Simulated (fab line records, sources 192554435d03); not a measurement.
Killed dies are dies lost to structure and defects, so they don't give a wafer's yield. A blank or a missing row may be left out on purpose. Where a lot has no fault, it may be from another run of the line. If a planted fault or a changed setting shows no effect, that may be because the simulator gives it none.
Chamber matching | flow n5 finfet | N5_BEOL_M7_ETCH_65 on rie diel-01: 4 sister chambers
The step etches SiARC in CF4, target depth 15.6 nm, time 26 s. 14 wafers are shown with their chamber, then 7 later ones without.

## WAFERS, EACH WITH ITS CHAMBER
wafer  | chamber | showerhead plenum p Torr (Torr) | oes product au (a.u.) | throttle valve pct (%)
L074.1 | 0       | 2.22                            | 0.64                  | 15.58
L074.4 | 1       | 2.26                            | 0.73                  | 15.46
L074.5 | 1       | 2.26                            | 0.73                  | 15.46
L078.2 | 3       | 2.08                            | 0.70                  | 15.39
L078.4 | 1       | 2.26                            | 0.74                  | 15.46
L078.5 | 0       | 2.22                            | 0.63                  | 15.58
L079.2 | 1       | 2.26                            | 0.73                  | 15.48
L079.3 | 2       | 2.20                            | 0.58                  | 15.83
L079.5 | 1       | 2.26                            | 0.74                  | 15.46
L083.1 | 1       | 2.26                            | 0.73                  | 15.49
L083.4 | 2       | 2.19                            | 0.58                  | 15.83
L083.5 | 3       | 2.08                            | 0.69                  | 15.42
L084.2 | 0       | 2.21                            | 0.63                  | 15.62
L084.4 | 3       | 2.08                            | 0.70                  | 15.43

SIGNATURES, as means of the wafers listed above
reading                  | chamber 0 | chamber 1 | chamber 2 | chamber 3 | scatter within a chamber
showerhead plenum p Torr | 2.2167    | 2.2600    | 2.1950    | 2.0800    | 0.00342
oes product au           | 0.6333    | 0.7333    | 0.5800    | 0.6967    | 0.00516
throttle valve pct       | 15.5933   | 15.4683   | 15.8300   | 15.4133   | 0.0168
Rule: a wafer lies at a distance from a chamber equal to the root of the sum of squares, over the readings, of (its reading less the chamber's mean, divided by the reading's scatter). If the next closest chamber is less than 2 further off than the closest, the wafer can't be placed; otherwise it belongs to the closest. The scatter: take each reading less its chamber's mean, square it, sum over the shown wafers, divide by the number of wafers less the number of chambers, and take the root.

## WAFERS WITH NO CHAMBER GIVEN
wafer  | showerhead plenum p Torr (Torr) | oes product au (a.u.) | throttle valve pct (%)
L084.6 | 2.26                            | 0.72                  | 15.49
L086.1 | 2.26                            | 0.71                  | 15.49
L086.3 | 2.21                            | 0.62                  | 15.61
L086.5 | 2.21                            | 0.62                  | 15.63
L097.4 | 2.20                            | 0.62                  | 15.67
L097.5 | 2.19                            | 0.79                  | 15.41
L097.6 | 2.07                            | 0.68                  | 15.46

## EACH ONE'S CHAMBER
wafer  | from the rows above | in truth
L084.6 | 1                   | 1
L086.1 | 1                   | 1
L086.3 | 0                   | 0
L086.5 | 0                   | 0
L097.4 | 0                   | 0
L097.5 | 1                   | 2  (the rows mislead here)
L097.6 | 3                   | 3
Correctly placed: 6 of 7. From these rows, 0 cannot be placed. Placed wrongly: 1.
